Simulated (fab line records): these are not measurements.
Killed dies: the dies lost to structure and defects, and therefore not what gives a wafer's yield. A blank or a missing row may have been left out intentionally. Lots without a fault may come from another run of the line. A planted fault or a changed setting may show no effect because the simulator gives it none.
Chamber matching -- flow n5-finfet -- rie-diel-05 running N5_MOL_CONTACT_COAG_ETCH_67: 4 sister chambers
The step etches SOC in N2/H2, target depth 60 nm, overetch 21 nm, time 101.2 s. 4 wafers are shown with their chamber, then 7 later ones without.

EACH WAFER AND ITS CHAMBER
wafer,chamber,drypump-motor-current-A (A)
L076.5,3,6.5
L084.4,0,5.8
L091.1,2,5.5
L091.3,1,5.2

WAFERS WITHOUT THEIR CHAMBER
wafer,drypump-motor-current-A (A)
L091.5,5.7
L096.2,5.2
L096.3,6.5
L096.5,6.5
L097.1,6.5
L097.3,5.5
L097.5,5.7

WHICH CHAMBER EACH WENT THROUGH
wafer,from the rows above,in truth
L091.5,can't be placed: 0 or 2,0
L096.2,1,1
L096.3,3,3
L096.5,3,3
L097.1,3,3
L097.3,2,2
L097.5,can't be placed: 0 or 2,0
5 of 7 placed correctly. Can't be placed from these rows: 2 (the true chamber is among the candidates in 2). Number placed wrongly: 0.
How it was worked out, from the rows above alone: a wafer's distance from a chamber is the root of the sum, over the readings, of the square of ((its reading less the chamber's mean) divided by the reading's scatter). The wafer belongs to the nearest chamber; if the next one is less than 2 further off, it can't be placed. Each chamber's mean is taken over the wafers shown for it. The scatter: with one shown wafer a chamber, the root of the mean of the squares of how far each hidden wafer lies from its nearest shown one.
